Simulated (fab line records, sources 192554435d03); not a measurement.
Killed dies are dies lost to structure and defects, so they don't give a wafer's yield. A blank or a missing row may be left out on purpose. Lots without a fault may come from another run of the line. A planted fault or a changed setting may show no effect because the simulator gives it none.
Chamber matching | flow n5_finfet | N5_BEOL_M0_SAQP_ALD_48 on ald_sin-02: 4 sister chambers
The step deposits SiO2, target thk 20 nm, pulse time 1 s, co reactant pulse time 1 s. 14 wafers are shown with their chamber, then 7 later ones without.

WAFERS WITH THEIR CHAMBER
wafer  | chamber | heater_power_w (W) | precursor_pulse_height_rel
L074.1 | 2       | 84                 | 0.991
L074.3 | 0       | 80                 | 1.017
L074.5 | 2       | 83                 | 0.996
L080.1 | 2       | 85                 | 1.013
L080.2 | 1       | 97                 | 1.010
L080.3 | 0       | 80                 | 1.011
L089.1 | 1       | 90                 | 1.015
L089.2 | 2       | 82                 | 1.034
L089.5 | 0       | 84                 | 1.016
L090.3 | 0       | 83                 | 0.994
L090.4 | 3       | 78                 | 0.988
L090.5 | 3       | 77                 | 0.986
L092.1 | 3       | 75                 | 1.032
L092.2 | 0       | 83                 | 1.009

SIGNATURES (means of the wafers above)
reading                    | chamber 0 | chamber 1 | chamber 2 | chamber 3 | scatter within a chamber
heater_power_w             | 82.00     | 93.50     | 83.50     | 76.67     | 2.19
precursor_pulse_height_rel | 1.00940   | 1.01250   | 1.00850   | 1.00200   | 0.0168
Rule: a wafer's distance from a chamber is the root of the sum, over the readings, of the square of ((its reading less the chamber's mean) divided by the reading's scatter). The wafer belongs to the nearest chamber; if the next one is less than 2 further off, it can't be placed. The scatter: the root of (the sum of the squares of (reading less its chamber's mean) over the shown wafers, divided by (wafers less chambers)).

WAFERS WITHOUT THEIR CHAMBER
wafer  | heater_power_w (W) | precursor_pulse_height_rel
L092.3 | 89                 | 1.027
L095.1 | 83                 | 1.017
L095.5 | 85                 | 0.967
L095.6 | 79                 | 1.015
L096.3 | 83                 | 1.037
L096.4 | 78                 | 0.971
L096.5 | 78                 | 1.008

WHICH CHAMBER EACH WENT THROUGH
wafer  | from the rows above          | in truth
L092.3 | can't be placed: 1 or 2 or 0 | 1
L095.1 | can't be placed: 2 or 0      | 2
L095.5 | can't be placed: 2 or 0 or 3 | 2
L095.6 | can't be placed: 3 or 0 or 2 | 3
L096.3 | can't be placed: 0 or 2 or 3 | 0
L096.4 | can't be placed: 3 or 0 or 2 | 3
L096.5 | can't be placed: 3 or 0 or 2 | 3
Placed correctly: 0 of 7. Can't be placed from these rows: 7 (the true chamber is among the candidates in 7). Placed wrongly: 0.
